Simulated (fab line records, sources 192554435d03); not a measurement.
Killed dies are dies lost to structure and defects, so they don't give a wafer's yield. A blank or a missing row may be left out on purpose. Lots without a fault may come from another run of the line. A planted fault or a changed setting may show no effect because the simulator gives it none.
Chamber matching | flow n5_finfet | N5_PMOS_HMC_CHANNEL_EPI_HM_DEP_34 on pecvd-03: 3 sister chambers
The step deposits SiO2 from TEOS/O2, target thk 36 nm, time 6.9 s. 6 wafers are shown with their chamber, then 7 later ones without.

WAFERS WITH THEIR CHAMBER
wafer  | chamber | throttle_valve_pct (%) | showerhead_vpp_V (V)
L076.2 | 1       | 18.8                   | 1830
L083.1 | 0       | 18.0                   | 1745
L083.2 | 1       | 18.8                   | 1835
L083.3 | 2       | 16.1                   | 1897
L086.4 | 2       | 16.3                   | 1887
L086.5 | 0       | 18.3                   | 1744

WAFERS WITHOUT THEIR CHAMBER
wafer  | throttle_valve_pct (%) | showerhead_vpp_V (V)
L086.6 | 18.6                   | 1822
L092.1 | 18.7                   | 1803
L092.4 | 16.2                   | 1903
L092.5 | 18.0                   | 1745
L096.4 | 18.6                   | 1822
L096.5 | 18.1                   | 1718
L096.6 | 16.0                   | 1897

WHICH CHAMBER EACH WENT THROUGH
wafer  | from the rows above | in truth
L086.6 | 1                   | 1
L092.1 | 1                   | 1
L092.4 | 2                   | 2
L092.5 | 0                   | 0
L096.4 | 1                   | 1
L096.5 | 0                   | 0
L096.6 | 2                   | 2
Placed correctly: 7 of 7. Can't be placed from these rows: 0. Placed wrongly: 0.
How it was worked out, from the rows above alone: a wafer's distance from a chamber is the root of the sum, over the readings, of the square of ((its reading less the chamber's mean) divided by the reading's scatter). The wafer belongs to the nearest chamber; if the next one is less than 2 further off, it can't be placed. A chamber's mean is the mean of its shown wafers. The scatter: the root of (the sum of the squares of (reading less its chamber's mean) over the shown wafers, divided by (wafers less chambers)).
